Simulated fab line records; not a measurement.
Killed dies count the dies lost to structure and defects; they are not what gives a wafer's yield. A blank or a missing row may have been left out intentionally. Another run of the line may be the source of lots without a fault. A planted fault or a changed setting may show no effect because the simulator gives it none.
fab line records + flow n5_finfet
[record]
- lots = 7
- wafers = 21
route steps=1938 shown BEOL_M6@1221 BEOL_M7@1266 BEOL_M8@1339 BEOL_M9@1419 BEOL_M10@1475
start_h: hours from the record's first day to the start of the lot's first wafer shown + wait_h: time in hours since the lot's previous step + " identical to the entry in the row above + L1.1+2: a row that stands for several wafers + - value missing, or start not given + * or withheld: withheld + < > ~ a bound
route shown NAME@n: a module of which the file shows steps, and the number in the route of the first + usual: mean/standard deviation of fault-free wafers + same: alike in all rows + chamber/n: place in a boat + sites: readings site by site + _std_site: standard deviation of those values + _edge_site: inner sites' mean taken away from outer sites' mean + radius_mm: for every site, how far away it sits from the centre of the wafer + mask NAME#n: copy n + behind: tool/chamber where the wafer was last shaped + hold: cause of the lot's hold/its duration in hours/its outcome + device: transistor that didn't switch, given as n, p or np + end of line: the route-end tests of the same wafers + where a step has no rows: the recipe by itself + killed: not the wafer's yield, but the dies lost to structure and defects at the first sort + map: shows each die of a wafer: x if killed, . if not, _ if none is there
set.NAME: the setting that was run; set.NAME@STEP: the one run at that earlier step + model.NAME: the simulator's own value behind a step, which no gauge read
lots where settings were altered on purpose, with a table for each step and a row for each wafer
[[steps]]
[step N5_BEOL_M6_COAT_22]
[recipe]
- resist = CAR-EUV
- spin_rpm = 1500
- resist_thk_nm = 30
| lot.wafer | tool           | chamber | start_h | wait_h | set.spin_rpm | model.CAR-EUV_of_BEOL_M6_COAT_22.thk_nm |
|-----------|----------------|---------|---------|--------|--------------|-----------------------------------------|
| L077.1+6  | litho_track-01 | 0       | -       | -      | 1579         | 29                                      |
| L077.4    | "              | 0       | "       | "      | 1500         | 29.8                                    |
| L076.1    | litho_track-02 | 0       | -       | -      | 1564         | 29.4                                    |
| L076.2    | "              | 0       | "       | "      | 1564         | 29.2                                    |
| L076.3    | "              | 0       | "       | "      | 1500         | 29.8                                    |
| L080.2    | litho_track-01 | 0       | -       | -      | 1413         | 31                                      |
| L080.3    | "              | 0       | "       | "      | 1500         | 30.2                                    |
| L080.5    | "              | 0       | "       | "      | 1413         | 31.2                                    |
| L083.2    | litho_track-01 | 0       | -       | -      | 1596         | 29.2                                    |
| L083.4+6  | "              | 0       | "       | "      | 1500         | 30                                      |
| L084.2+6  | litho_track-01 | 0       | -       | -      | 1500         | 30                                      |
| L084.4    | "              | 0       | "       | "      | 1443         | 30.6                                    |
| L093.1    | litho_track-04 | 0       | -       | -      | 1500         | 30                                      |
| L093.2    | "              | 0       | "       | "      | 1590         | 29.2                                    |
| L093.4    | "              | 0       | "       | "      | 1500         | 29.8                                    |
| L094.2    | litho_track-01 | 0       | -       | -      | 1500         | 30                                      |
| L094.3+4  | "              | 0       | "       | "      | 1500         | 29.8                                    |
[step N5_BEOL_M6_EBR_24]
[recipe]
- solvent = PGMEA
- ebr_width_mm = 1.5
[step N5_BEOL_M6_SOFTBAKE_23]
[recipe]
- temp_c = 110
- time_s = 60
- resist = CAR-EUV
[step N5_BEOL_M6_EXPOSE_25]
[recipe]
- mask_id = V5
- na = 0.33
- source_shape = annular
- sigma_inner = 0.4
- sigma_outer = 0.8
- polarization = unpolarized
- target_cd_nm = 40
- dose_mj = 45
[step N5_BEOL_M6_PEB_26]
[recipe]
- peb_temp_c = 100
- peb_time_s = 60
- resist = CAR-EUV
[step N5_BEOL_M6_DEVELOP_27]
[recipe]
- develop_time_s = 30
- developer = TMAH
- resist = CAR-EUV
- rinse_liquid = surfactant_rinse
- dry = air_spin
- dev_temp_c = 23
| lot.wafer | tool           | chamber | start_h | wait_h | set.spin_rpm@BEOL_M6_COAT_22 | model.CAR-EUV_of_BEOL_M6_COAT_22.thk_nm |
|-----------|----------------|---------|---------|--------|------------------------------|-----------------------------------------|
| L077.1    | litho_track-02 | 0       | -       | -      | 1579                         | 28.6                                    |
| L077.4    | "              | 0       | "       | "      | 1500                         | 29.4                                    |
| L077.6    | "              | 0       | "       | "      | 1579                         | 28.4                                    |
| L076.1    | litho_track-04 | 0       | -       | -      | 1564                         | 29                                      |
| L076.2    | "              | 0       | "       | "      | 1564                         | 28.6                                    |
| L076.3    | "              | 0       | "       | "      | 1500                         | 29.4                                    |
| L080.2+5  | litho_track-04 | 0       | -       | -      | 1413                         | 30.6                                    |
| L080.3    | "              | 0       | "       | "      | 1500                         | 29.6                                    |
| L083.2    | litho_track-02 | 0       | -       | -      | 1596                         | 28.6                                    |
| L083.4+6  | "              | 0       | "       | "      | 1500                         | 29.6                                    |
| L084.2    | litho_track-04 | 0       | -       | -      | 1500                         | 29.4                                    |
| L084.4    | "              | 0       | "       | "      | 1443                         | 30.2                                    |
| L084.6    | "              | 0       | "       | "      | 1500                         | 29.6                                    |
| L093.1+4  | litho_track-01 | 0       | -       | -      | 1500                         | 29.4                                    |
| L093.2    | "              | 0       | "       | "      | 1590                         | 28.6                                    |
| L094.2    | litho_track-04 | 0       | -       | -      | 1500                         | 29.6                                    |
| L094.3+4  | "              | 0       | "       | "      | 1500                         | 29.4                                    |
[step N5_BEOL_M6_DESCUM_33]
[recipe]
- chemistry = O2
- time_s = 7
- source_power_w = 50
- bias_power_w = 20
- pressure_mtorr = 20
- rf_frequency_hz = 2.712e+07
- temp_c = 40
- resist = CAR-EUV
- o2_flow_sccm = 225
| lot.wafer  | tool        | chamber | start_h | wait_h | set.spin_rpm@BEOL_M6_COAT_22 | model.CAR-EUV_of_BEOL_M6_COAT_22.thk_nm |
|------------|-------------|---------|---------|--------|------------------------------|-----------------------------------------|
| L077.1+6   | rie_diel-06 | 3,0     | 200.73  | 0.5    | 1579                         | 25                                      |
| L077.4     | "           | 2       | "       | "      | 1500                         | 25.8                                    |
| L076.1     | rie_diel-01 | 0       | 202.36  | 0.0    | 1564                         | 25.4                                    |
| L076.2     | "           | 3       | "       | "      | 1564                         | 25.2                                    |
| L076.3     | "           | 1       | "       | "      | 1500                         | 26                                      |
| L080.2+5   | rie_diel-06 | 2,0     | 242.89  | 0.0    | 1413                         | 27.2                                    |
| L080.3     | "           | 3       | "       | "      | 1500                         | 26.2                                    |
| L083.2     | rie_diel-01 | 1       | 250.17  | 0.0    | 1596                         | 25.2                                    |
| L083.4+6   | "           | 3       | "       | "      | 1500                         | 26.2                                    |
| L084.2+6   | rie_diel-06 | 1,0     | 273.75  | 0.0    | 1500                         | 26                                      |
| L084.4     | "           | 0       | "       | "      | 1443                         | 26.6                                    |
| L093.1     | rie_diel-01 | 1       | 315.48  | 0.1    | 1500                         | 26                                      |
| L093.2     | "           | 3       | "       | "      | 1590                         | 25.2                                    |
| L093.4     | "           | 2       | "       | "      | 1500                         | 25.8                                    |
| L094.2+3+4 | rie_diel-02 | 0,3,3   | 340.32  | 0.0    | 1500                         | 26                                      |
[step N5_BEOL_M7_PECVD_70]
[recipe]
- material = SiO2
- target_thk_a = 200
- temp_c = 400
- precursor = TEOS/O2
- pressure_torr = 5.5
- rf_w = 450
- teos_flow_sccm = 53.8
- gas = O2
- flow_sccm = 3000
- time_s = 22.7
| lot.wafer | tool     | chamber | start_h | wait_h | set.temp_c | model.SiO2_of_BEOL_M7_PECVD_70.thk_nm |
|-----------|----------|---------|---------|--------|------------|---------------------------------------|
| L077.1    | pecvd-01 | 1       | 205.69  | 0.0    | 400        | 19.6                                  |
| L077.4+6  | "        | 1       | "       | "      | 395.4      | 20.6                                  |
| L076.1    | pecvd-04 | 0       | 207.07  | 0.0    | 400        | 19.6                                  |
| L076.2    | "        | 1       | "       | "      | 410.7      | 18.4                                  |
| L076.3    | "        | 2       | "       | "      | 400        | 20                                    |
| L080.2    | pecvd-01 | 0       | 246.44  | 0.0    | 400        | 20.2                                  |
| L080.3    | "        | 2       | "       | "      | 400        | 19.8                                  |
| L080.5    | "        | 1       | "       | "      | 400        | 20                                    |
| L083.2    | pecvd-02 | 2       | 253.85  | 0.0    | 400        | 19.8                                  |
| L083.4    | "        | 0       | "       | "      | 400        | 20.2                                  |
| L083.6    | "        | 1       | "       | "      | 400        | 20.6                                  |
| L084.2    | pecvd-01 | 1       | 277.92  | 0.0    | 409.5      | 18.2                                  |
| L084.4+6  | "        | 2,0     | "       | "      | 400        | 20.2                                  |
| L093.1    | pecvd-02 | 0       | 318.73  | 0.0    | 394.8      | 20.6                                  |
| L093.2    | "        | 1       | "       | "      | 400        | 20                                    |
| L093.4    | "        | 2       | "       | "      | 394.8      | 20.4                                  |
| L094.2    | pecvd-04 | 0       | 344.37  | 0.0    | 400        | 19.8                                  |
| L094.3+4  | "        | 2       | "       | "      | 400        | 20                                    |
[step N5_BEOL_M7_HM_DEP_02]
[recipe]
- material = TiN
- target_thk_a = 200
- temp_c = 25
- chamber_pressure_pa = 0.49996
[step N5_BEOL_M7_COAT_59]
[recipe]
- resist = SOC
- temp_c = 250
- time_s = 60
- spin_rpm = 1500
- resist_thk_nm = 100
[step N5_BEOL_M7_STRIP_80]
[recipe]
- chemistry = N2/H2
- time_s = 10
- power_w = 450
- temp_c = 40
- pressure_mtorr = 20
- rf_frequency_hz = 6e+07
- bias_power_w = 7
- n2_flow_sccm = 200
- h2_flow_sccm = 200
[step N5_BEOL_M7_HM_STRIP_39]
[recipe]
- chemistry = peroxide_tin_strip
- material = TiN
- target_depth_a = 250
- temp_c = 50
- time_s = 158
| lot.wafer  | tool         | chamber | start_h | wait_h | set.temp_c@BEOL_M7_PECVD_70 | model.SiO2_of_BEOL_M7_PECVD_70.thk_nm |
|------------|--------------|---------|---------|--------|-----------------------------|---------------------------------------|
| L077.1     | wet_bench-05 | 5       | 209.19  | 0.0    | 400                         | 19.4                                  |
| L077.4+6   | "            | 6,7     | "       | "      | 395.4                       | 20.4                                  |
| L076.1     | wet_bench-05 | 6       | 210.66  | 0.0    | 400                         | 19.6                                  |
| L076.2     | "            | 2       | "       | "      | 410.7                       | 18.2                                  |
| L076.3     | "            | 5       | "       | "      | 400                         | 20                                    |
| L080.2     | wet_bench-03 | 5       | 250.71  | 0.0    | 400                         | 20.2                                  |
| L080.3     | "            | 0       | "       | "      | 400                         | 19.6                                  |
| L080.5     | "            | 4       | "       | "      | 400                         | 20                                    |
| L083.2     | wet_bench-01 | 4       | 257.76  | 0.0    | 400                         | 19.8                                  |
| L083.4     | "            | 0       | "       | "      | 400                         | 20                                    |
| L083.6     | "            | 7       | "       | "      | 400                         | 20.4                                  |
| L084.2     | wet_bench-01 | 0       | 281.31  | 0.0    | 409.5                       | 18                                    |
| L084.4+6   | "            | 1,6     | "       | "      | 400                         | 20                                    |
| L093.1     | wet_bench-05 | 0       | 324.52  | 0.0    | 394.8                       | 20.6                                  |
| L093.2     | "            | 2       | "       | "      | 400                         | 19.8                                  |
| L093.4     | "            | 1       | "       | "      | 394.8                       | 20.4                                  |
| L094.2+3+4 | wet_bench-05 | 2,3,1   | 347.50  | 0.0    | 400                         | 19.8                                  |
[step N5_BEOL_M8_COAT_05]
[recipe]
- resist = CAR-ArF
- spin_rpm = 1500
- resist_thk_nm = 90
| lot.wafer  | tool           | chamber | start_h | wait_h | set.spin_rpm | model.CAR-ArF_of_BEOL_M8_COAT_05.thk_nm |
|------------|----------------|---------|---------|--------|--------------|-----------------------------------------|
| L077.1+4+6 | litho_track-02 | 0       | -       | -      | 1500         | 89.8                                    |
| L076.1+2   | litho_track-05 | 0       | -       | -      | 1500         | 90.2                                    |
| L076.3     | "              | 0       | "       | "      | 1500         | 90                                      |
| L080.2     | litho_track-02 | 0       | -       | -      | 1500         | 90                                      |
| L080.3     | "              | 0       | "       | "      | 1572         | 87.8                                    |
| L080.5     | "              | 0       | "       | "      | 1500         | 90.2                                    |
| L083.2     | litho_track-04 | 0       | -       | -      | 1500         | 89.8                                    |
| L083.4+6   | "              | 0       | "       | "      | 1428         | 92.2                                    |
| L084.2+4+6 | litho_track-04 | 0       | -       | -      | 1500         | 89.6                                    |
| L093.1+4   | litho_track-02 | 0       | -       | -      | 1500         | 90.2                                    |
| L093.2     | "              | 0       | "       | "      | 1500         | 90.4                                    |
| L094.2     | litho_track-05 | 0       | -       | -      | 1500         | 90.6                                    |
| L094.3+4   | "              | 0       | "       | "      | 1500         | 90.2                                    |
[step N5_BEOL_M8_EBR_07]
[recipe]
- solvent = PGMEA
- ebr_width_mm = 1.5
[step N5_BEOL_M8_SOFTBAKE_06]
[recipe]
- temp_c = 110
- time_s = 60
- resist = CAR-ArF
[step N5_BEOL_M8_EXPOSE_08]
[recipe]
- mask_id = M8
- na = 1.35
- source_shape = dipole
- sigma_inner = 0.817
- sigma_outer = 0.97
- polarization = te
- dose_mj = 68.25
[step N5_BEOL_M8_PEB_09]
[recipe]
- peb_temp_c = withheld
- peb_time_s = 60
- resist = CAR-ArF
[step N5_BEOL_M8_DEVELOP_10]
[recipe]
- develop_time_s = 30
- developer = TMAH
- resist = CAR-ArF
- rinse_liquid = diw
- dry = air_spin
- dev_temp_c = 23
| lot.wafer  | tool           | chamber | start_h | wait_h | set.spin_rpm@BEOL_M8_COAT_05 | model.CAR-ArF_of_BEOL_M8_COAT_05.thk_nm |
|------------|----------------|---------|---------|--------|------------------------------|-----------------------------------------|
| L077.1     | litho_track-02 | 0       | -       | -      | 1500                         | 88                                      |
| L077.4+6   | "              | 0       | "       | "      | 1500                         | 88.2                                    |
| L076.1+2+3 | litho_track-05 | 0       | -       | -      | 1500                         | 88.4                                    |
| L080.2     | litho_track-05 | 0       | -       | -      | 1500                         | 88.2                                    |
| L080.3     | "              | 0       | "       | "      | 1572                         | 86                                      |
| L080.5     | "              | 0       | "       | "      | 1500                         | 88.4                                    |
| L083.2     | litho_track-02 | 0       | -       | -      | 1500                         | 88.2                                    |
| L083.4     | "              | 0       | "       | "      | 1428                         | 90.6                                    |
| L083.6     | "              | 0       | "       | "      | 1428                         | 90.4                                    |
| L084.2     | litho_track-04 | 0       | -       | -      | 1500                         | 88                                      |
| L084.4+6   | "              | 0       | "       | "      | 1500                         | 87.8                                    |
| L093.1+4   | litho_track-04 | 0       | -       | -      | 1500                         | 88.4                                    |
| L093.2     | "              | 0       | "       | "      | 1500                         | 88.6                                    |
| L094.2     | litho_track-04 | 0       | -       | -      | 1500                         | 88.8                                    |
| L094.3+4   | "              | 0       | "       | "      | 1500                         | 88.4                                    |
[step N5_BEOL_M8_ETCH_62]
[recipe]
- chemistry = N2/H2
- target = SOC
- target_depth_a = 1100
- overetch_a = 220
- mask_material = SiARC
- temp_c = 40
- time_s = 165
- ion_energy_ev = 200
- pressure_mtorr = 30
- source_w = 840
- bias_w = 150
- n2_flow_sccm = 200
- h2_flow_sccm = 200
| lot.wafer | tool        | chamber | start_h | wait_h | set.time_s | model.SiARC_of_BEOL_M8_COAT_60.thk_nm |
|-----------|-------------|---------|---------|--------|------------|---------------------------------------|
| L077.1    | rie_diel-02 | 3       | 217.23  | 0.0    | 165        | 28.2                                  |
| L077.4    | "           | 1       | "       | "      | 165        | 28.4                                  |
| L077.6    | "           | 2       | "       | "      | 128        | 29.4                                  |
| L076.1    | rie_diel-02 | 0       | 217.90  | 0.0    | 165        | 28.6                                  |
| L076.2    | "           | 3       | "       | "      | 165        | 28.2                                  |
| L076.3    | "           | 2       | "       | "      | 181.4      | 27.6                                  |
| L080.2    | rie_diel-06 | 1       | 255.62  | 0.0    | 165        | 28                                    |
| L080.3    | "           | 2       | "       | "      | 142        | 29.2                                  |
| L080.5    | "           | 2       | "       | "      | 142        | 29.4                                  |
| L083.2    | rie_diel-06 | 1       | 264.70  | 0.0    | 165        | 28.2                                  |
| L083.4+6  | "           | 3       | "       | "      | 165        | 28.6                                  |
| L084.2    | rie_diel-06 | 3       | 288.43  | 0.0    | 141.5      | 29.6                                  |
| L084.4    | "           | 2       | "       | "      | 165        | 28.4                                  |
| L084.6    | "           | 3       | "       | "      | 165        | 28.6                                  |
| L093.1    | rie_diel-06 | 2       | 329.30  | 0.0    | 176.2      | 27.8                                  |
| L093.2+4  | "           | 1       | "       | "      | 165        | 28                                    |
| L094.2    | rie_diel-02 | 0       | 354.34  | 0.0    | 165        | 28.6                                  |
| L094.3    | "           | 3       | "       | "      | 165        | 28.2                                  |
| L094.4    | "           | 1       | "       | "      | 165        | 28.8                                  |
[step N5_BEOL_M9_ETCH_62]
[recipe]
- chemistry = N2/H2
- target = SOC
- target_depth_a = 1100
- overetch_a = 220
- mask_material = SiARC
- temp_c = 40
- time_s = 165
- ion_energy_ev = 200
- pressure_mtorr = 30
- source_w = 840
- bias_w = 150
- n2_flow_sccm = 200
- h2_flow_sccm = 200
[usual]
- rf_vpp_V = 524.0/2.8
| lot.wafer | tool        | chamber | start_h | wait_h | set.source_w | rf_vpp_V |
|-----------|-------------|---------|---------|--------|--------------|----------|
| L076.1    | rie_diel-03 | 3       | 224.76  | 0.0    | 840          | 523.8    |
| L076.2    | "           | 0       | "       | "      | 748.2        | 540.1    |
| L076.3    | "           | 1       | "       | "      | 748.2        | 541.7    |
| L077.1    | rie_diel-05 | 0       | 227.17  | 0.0    | 840          | 529.5    |
| L077.4    | "           | 1       | "       | "      | 840          | 527.6    |
| L077.6    | "           | 2       | "       | "      | 840          | 529.0    |
| L080.2    | rie_diel-03 | 3       | 264.73  | 0.0    | 784.3        | 535.1    |
| L080.3    | "           | 1       | "       | "      | 784.3        | 535.0    |
| L080.5    | "           | 3       | "       | "      | 840          | 522.4    |
| L083.2    | rie_diel-03 | 0       | 276.01  | 0.0    | 924.3        | 504.7    |
| L083.4    | "           | 2       | "       | "      | 840          | 525.2    |
| L083.6    | "           | 2       | "       | "      | 840          | 525.6    |
| L084.2    | rie_diel-03 | 2       | 298.55  | 0.0    | 734.8        | 549.3    |
| L084.4    | "           | 3       | "       | "      | 734.8        | 546.8    |
| L084.6    | "           | 0       | "       | "      | 840          | 520.4    |
| L093.1    | rie_diel-05 | 3       | 344.94  | 0.0    | 922.8        | 506.1    |
| L093.2    | "           | 0       | "       | "      | 922.8        | 510.8    |
| L093.4    | "           | 2       | "       | "      | 922.8        | 511.0    |
| L094.2    | rie_diel-04 | 0       | 362.98  | 0.0    | 840          | 521.8    |
| L094.3    | "           | 2       | "       | "      | 840          | 520.1    |
| L094.4    | "           | 1       | "       | "      | 840          | 526.3    |
[step N5_BEOL_M9_COAT_22]
[recipe]
- resist = CAR-EUV
- spin_rpm = 1500
- resist_thk_nm = 30
| lot.wafer  | tool           | chamber | start_h | wait_h | set.spin_rpm | model.CAR-EUV_of_BEOL_M9_COAT_22.thk_nm |
|------------|----------------|---------|---------|--------|--------------|-----------------------------------------|
| L076.1     | litho_track-04 | 0       | -       | -      | 1405         | 31                                      |
| L076.2     | "              | 0       | "       | "      | 1405         | 31.2                                    |
| L076.3     | "              | 0       | "       | "      | 1500         | 30.2                                    |
| L077.1     | litho_track-01 | 0       | -       | -      | 1500         | 30                                      |
| L077.4     | "              | 0       | "       | "      | 1332         | 32                                      |
| L077.6     | "              | 0       | "       | "      | 1500         | 30.2                                    |
| L080.2+5   | litho_track-01 | 0       | -       | -      | 1500         | 30                                      |
| L080.3     | "              | 0       | "       | "      | 1500         | 29.8                                    |
| L083.2+4+6 | litho_track-04 | 0       | -       | -      | 1500         | 30                                      |
| L084.2+6   | litho_track-03 | 0       | -       | -      | 1605         | 29                                      |
| L084.4     | "              | 0       | "       | "      | 1500         | 30                                      |
| L093.1     | litho_track-01 | 0       | -       | -      | 1500         | 30                                      |
| L093.2+4   | "              | 0       | "       | "      | 1342         | 31.8                                    |
| L094.2+3   | litho_track-03 | 0       | -       | -      | 1500         | 30                                      |
| L094.4     | "              | 0       | "       | "      | 1500         | 29.8                                    |
[step N5_BEOL_M9_EBR_24]
[recipe]
- solvent = PGMEA
- ebr_width_mm = 1.5
[step N5_BEOL_M9_SOFTBAKE_23]
[recipe]
- temp_c = 110
- time_s = 60
- resist = CAR-EUV
[step N5_BEOL_M9_DESCUM_33]
[recipe]
- chemistry = O2
- time_s = 7
- source_power_w = 50
- bias_power_w = 20
- pressure_mtorr = 20
- rf_frequency_hz = 2.712e+07
- temp_c = 40
- resist = CAR-EUV
- o2_flow_sccm = 225
| lot.wafer | tool        | chamber | start_h | wait_h | set.spin_rpm@BEOL_M9_COAT_22 | model.CAR-EUV_of_BEOL_M9_COAT_22.thk_nm |
|-----------|-------------|---------|---------|--------|------------------------------|-----------------------------------------|
| L076.1+2  | rie_diel-05 | 1,2     | 225.85  | 0.1    | 1405                         | 27.2                                    |
| L076.3    | "           | 3       | "       | "      | 1500                         | 26.2                                    |
| L077.1    | rie_diel-05 | 1       | 228.81  | 0.0    | 1500                         | 26.2                                    |
| L077.4    | "           | 0       | "       | "      | 1332                         | 28                                      |
| L077.6    | "           | 3       | "       | "      | 1500                         | 26.4                                    |
| L080.2+3  | rie_diel-04 | 3,0     | 268.74  | 0.0    | 1500                         | 26                                      |
| L080.5    | "           | 3       | "       | "      | 1500                         | 26.2                                    |
| L083.2+4  | rie_diel-04 | 3,1     | 278.39  | 0.0    | 1500                         | 26.2                                    |
| L083.6    | "           | 1       | "       | "      | 1500                         | 26                                      |
| L084.2+6  | rie_diel-05 | 1       | 301.10  | 0.0    | 1605                         | 25                                      |
| L084.4    | "           | 3       | "       | "      | 1500                         | 26                                      |
| L093.1    | rie_diel-03 | 0       | 347.44  | 0.1    | 1500                         | 26.2                                    |
| L093.2+4  | "           | 2,3     | "       | "      | 1342                         | 27.8                                    |
| L094.2+3  | rie_diel-03 | 2,0     | 364.46  | 0.0    | 1500                         | 26                                      |
| L094.4    | "           | 3       | "       | "      | 1500                         | 25.8                                    |
[step N5_BEOL_M10_COAT_59]
[recipe]
- resist = SOC
- temp_c = 250
- time_s = 60
- spin_rpm = 1500
- resist_thk_nm = 100
| lot.wafer  | tool           | chamber | start_h | wait_h | set.spin_rpm | model.SOC_of_BEOL_M10_COAT_59.thk_nm |
|------------|----------------|---------|---------|--------|--------------|--------------------------------------|
| L076.1     | litho_track-03 | 0       | 233.27  | 0.1    | 1500         | 100.4                                |
| L076.2     | "              | 0       | "       | "      | 1448         | 102                                  |
| L076.3     | "              | 0       | "       | "      | 1500         | 100                                  |
| L077.1     | litho_track-05 | 0       | 235.15  | 0.1    | 1500         | 99.8                                 |
| L077.4     | "              | 0       | "       | "      | 1559         | 98.2                                 |
| L077.6     | "              | 0       | "       | "      | 1500         | 100.2                                |
| L080.2     | litho_track-02 | 0       | 274.44  | 0.1    | 1500         | 99.6                                 |
| L080.3     | "              | 0       | "       | "      | 1500         | 99.8                                 |
| L080.5     | "              | 0       | "       | "      | 1452         | 101.2                                |
| L083.2+4   | litho_track-05 | 0       | 283.84  | 0.1    | 1500         | 100                                  |
| L083.6     | "              | 0       | "       | "      | 1500         | 99.6                                 |
| L084.2+4   | litho_track-02 | 0       | 305.73  | 0.1    | 1500         | 100.4                                |
| L084.6     | "              | 0       | "       | "      | 1581         | 97.8                                 |
| L093.1     | litho_track-02 | 0       | 353.98  | 0.1    | 1545         | 98.6                                 |
| L093.2     | "              | 0       | "       | "      | 1545         | 98.2                                 |
| L093.4     | "              | 0       | "       | "      | 1500         | 99.8                                 |
| L094.2+3+4 | litho_track-03 | 0       | 369.05  | 0.1    | 1500         | 100.2                                |
[[key]]
[split]
- step = N5_BEOL_M6_COAT_22
- setting = spin_rpm
- stated = 1500
- by = wafer
[response]
- step = N5_BEOL_M6_COAT_22
- reading = model.CAR-EUV_of_BEOL_M6_COAT_22.thk_nm
- change = -0.135
- per = 1%
- r = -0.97
[response]
- step = N5_BEOL_M6_DEVELOP_27
- reading = model.CAR-EUV_of_BEOL_M6_COAT_22.thk_nm
- change = -0.158
- per = 1%
- r = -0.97
[response]
- step = N5_BEOL_M6_DESCUM_33
- reading = model.CAR-EUV_of_BEOL_M6_COAT_22.thk_nm
- change = -0.151
- per = 1%
- r = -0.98
[split]
- step = N5_BEOL_M7_PECVD_70
- setting = temp_c
- stated = 400
- by = wafer
[response]
- step = N5_BEOL_M7_PECVD_70
- reading = model.SiO2_of_BEOL_M7_PECVD_70.thk_nm
- change = -0.651
- per = 1%
- r = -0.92
[response]
- step = N5_BEOL_M7_HM_STRIP_39
- reading = model.SiO2_of_BEOL_M7_PECVD_70.thk_nm
- change = -0.702
- per = 1%
- r = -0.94
[split]
- step = N5_BEOL_M8_COAT_05
- setting = spin_rpm
- stated = 1500
- by = wafer
[response]
- step = N5_BEOL_M8_COAT_05
- reading = model.CAR-ArF_of_BEOL_M8_COAT_05.thk_nm
- change = -0.49
- per = 1%
- r = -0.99
[response]
- step = N5_BEOL_M8_DEVELOP_10
- reading = model.CAR-ArF_of_BEOL_M8_COAT_05.thk_nm
- change = -0.479
- per = 1%
- r = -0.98
[split]
- step = N5_BEOL_M8_ETCH_62
- setting = time_s
- stated = 165
- by = wafer
[response]
- step = N5_BEOL_M8_ETCH_62
- reading = model.SiARC_of_BEOL_M8_COAT_60.thk_nm
- change = -0.0649
- per = 1%
- r = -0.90
[split]
- step = N5_BEOL_M9_ETCH_62
- setting = source_w
- stated = 840
- by = wafer
[response]
- step = N5_BEOL_M9_ETCH_62
- reading = rf_vpp_V
- change = -1.96
- per = 1%
- r = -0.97
[split]
- step = N5_BEOL_M9_COAT_22
- setting = spin_rpm
- stated = 1500
- by = wafer
[response]
- step = N5_BEOL_M9_COAT_22
- reading = model.CAR-EUV_of_BEOL_M9_COAT_22.thk_nm
- change = -0.163
- per = 1%
- r = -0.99
[response]
- step = N5_BEOL_M9_DESCUM_33
- reading = model.CAR-EUV_of_BEOL_M9_COAT_22.thk_nm
- change = -0.151
- per = 1%
- r = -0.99
[split]
- step = N5_BEOL_M10_COAT_59
- setting = spin_rpm
- stated = 1500
- by = wafer
[response]
- step = N5_BEOL_M10_COAT_59
- reading = model.SOC_of_BEOL_M10_COAT_59.thk_nm
- change = -0.479
- per = 1%
- r = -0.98
